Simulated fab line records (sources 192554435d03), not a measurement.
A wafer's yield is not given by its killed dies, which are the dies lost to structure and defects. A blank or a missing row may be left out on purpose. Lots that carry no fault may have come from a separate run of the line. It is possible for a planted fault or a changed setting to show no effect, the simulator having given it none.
Matching of chambers | flow n5-finfet | N5_BEOL_M0_SAQP_MANDREL2_REMOVE_110 on rie-si-05: 4 sister chambers
The step chemistry HBr/Cl2/O2, target a-Si, stops on SiCN, bt time 10 s. 4 wafers are shown with their chamber, then 10 later ones without.

## WAFERS, EACH WITH ITS CHAMBER
wafer  | chamber | throttle-valve-pct (%)
L082.5 | 1       | 37.0
L084.5 | 0       | 36.4
L086.3 | 2       | 36.7
L086.4 | 3       | 37.3

## WAFERS WITH NO CHAMBER GIVEN
wafer  | throttle-valve-pct (%)
L086.5 | 36.4
L089.2 | 36.7
L089.4 | 37.3
L089.6 | 36.7
L093.1 | 37.3
L093.5 | 37.5
L093.6 | 36.4
L096.2 | 37.3
L096.3 | 36.7
L096.4 | 37.5

## WHICH CHAMBER EACH WENT THROUGH
wafer  | from the rows above | in truth
L086.5 | 0                   | 0
L089.2 | 2                   | 2
L089.4 | 3                   | 3
L089.6 | 2                   | 2
L093.1 | 3                   | 3
L093.5 | 3                   | 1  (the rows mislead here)
L093.6 | 0                   | 0
L096.2 | 3                   | 3
L096.3 | 2                   | 2
L096.4 | 3                   | 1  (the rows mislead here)
Correct placement for 8 of the 10. From these rows, 0 cannot be placed. Wrongly placed: 2.
How it was worked out, from the rows above alone: a wafer's distance from a chamber is the root of the sum, over the readings, of the square of ((its reading less the chamber's mean) divided by the reading's scatter). The wafer belongs to the nearest chamber; if the next one is less than 2 further off, it can't be placed. Each chamber's mean is taken over the wafers shown for it. The scatter (one wafer shown for each chamber): square how far every hidden wafer sits from the nearest shown wafer, average those squares and take the square root.
